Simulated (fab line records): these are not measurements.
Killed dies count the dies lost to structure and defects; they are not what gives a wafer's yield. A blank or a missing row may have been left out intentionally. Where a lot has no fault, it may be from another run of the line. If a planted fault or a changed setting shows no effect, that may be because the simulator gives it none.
8D (eight disciplines) problem report, filled in by code + flow n5_finfet + the parts of the form that need people (team, actions taken, sign-off) are left out

## 1. THE PROBLEM
MD_CAP_THK at N5_MOL_CONTACT_COAG_THK_MEAS_29 reads a mean of 19.04 nm on 2 wafers of 2 lots; wafers without a fault read 17.88 nm with a standard deviation of 0.085. That is +14 standard deviations from the usual mean.
First seen on wafer L948.5, day 10 02:17, on film_metro-02. Wafers with a number at this step in the record: 21, from 7 lots. By rule, "out" or "out of limits" means more than 4 standard deviations away from the usual mean. The rest of the wafers with a number are treated as sound.

## 2. WHAT IT IS, AND WHAT IT ISN'T
| question                    | is                           | is not                                                                                |
|-----------------------------|------------------------------|---------------------------------------------------------------------------------------|
| which readings at this step | MD_CAP_THK                   | -                                                                                     |
| which lots                  | L948, L949                   | L933, L935, L951, L953, L954                                                          |
| which wafers of those lots  | L948.5, L949.5               | L948.2, L948.4, L949.1, L949.4                                                        |
| read on which gauges        | film_metro-01, film_metro-02 | -                                                                                     |
| when                        | from day 10 02:17            | up to then (8 sound wafers); but 11 sound wafers of L949, L951, L953, L954 came after |

## 3. WHAT RULES OUT EACH SUSPECT
Counting: if a tool at a process step up to the reading ran every lot that is out, it stays a suspect. Sound lots after the first of them don't rule it out here, since some wafers of a struck lot are sound.
- the gauge at N5_MOL_CONTACT_COAG_THK_MEAS_29: ruled out. Those wafers that are out were read across 2 gauges (film_metro-01, film_metro-02).
- cmp-01 at N5_MOL_CONTACT_COAG_CMP_23 (polishes, stops on SiO2, t overpolish 1.5 s, target thk 0 nm): kept. It ran every lot that is out, first L948 (day 9 23:10); its last sound lot up to then is L935 (day 5 14:35).
Left after counting: cmp-01 at N5_MOL_CONTACT_COAG_CMP_23.

## 4. THE CAUSE (what the simulator had put in)
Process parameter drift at N5_MOL_CONTACT_COAG_CMP_23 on cmp-01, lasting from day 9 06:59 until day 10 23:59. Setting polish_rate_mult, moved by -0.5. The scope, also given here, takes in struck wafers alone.
The count eliminated every tool but this one.

## 5. THE CHAIN OF EFFECTS, in route order
Each row: a reading where the mean over the struck wafers with a number is more than 3 standard deviations away from the usual. Only readings for which the record gives a usual standard deviation are gone through. hours: the time from each lot's start at the first step in this table that gives one to its start at this step, as a median over the lots. sigmas: the change in usual standard deviations.
| hours | step                            | reading            | usual    | on struck wafers | change | sigmas |
|-------|---------------------------------|--------------------|----------|------------------|--------|--------|
| 0     | N5_MOL_CONTACT_COAG_CMP_23      | time_to_endpoint_s | 10.0 s   | 19.1             | +9.1   | +4.1   |
| 3     | N5_MOL_CONTACT_COAG_THK_MEAS_29 | MD_CAP_THK         | 17.88 nm | 19.04            | +1.16  | +14    |
| 5     | N5_MOL_CONTACT_COAG_ETCH_47     | etch_rf_on_time_s  | 31.1 s   | 32.8             | +1.7   | +4.9   |
Here are the process steps it includes:
- N5_MOL_CONTACT_COAG_CMP_23: polishes, stops on SiO2, t overpolish 1.5 s, target thk 0 nm.
- N5_MOL_CONTACT_COAG_ETCH_47: etches SiNx in CH3F/O2, stops on W, target depth 27 nm.
Later measuring or inspecting steps at which every struck wafer that the step has a row for has a number for every such reading, and none has moved that far: N5_BEOL_M4_RC_MEAS_101.

## 6. HOW IT WOULD HAVE BEEN CAUGHT EARLIER
Counted from the fault's start at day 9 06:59, it took 19 hours until the first out-of-limits reading at a measuring or inspecting step in this record, taken at day 10 02:17.
The tool's own readings at N5_MOL_CONTACT_COAG_CMP_23 were out on some of the struck wafers (time_to_endpoint_s): an alarm limit on them would have fired on those.
By day 10 02:17, every lot that is out (2) had started N5_MOL_CONTACT_COAG_CMP_23 on cmp-01. Tool hold at that time: it would have spared none of them.
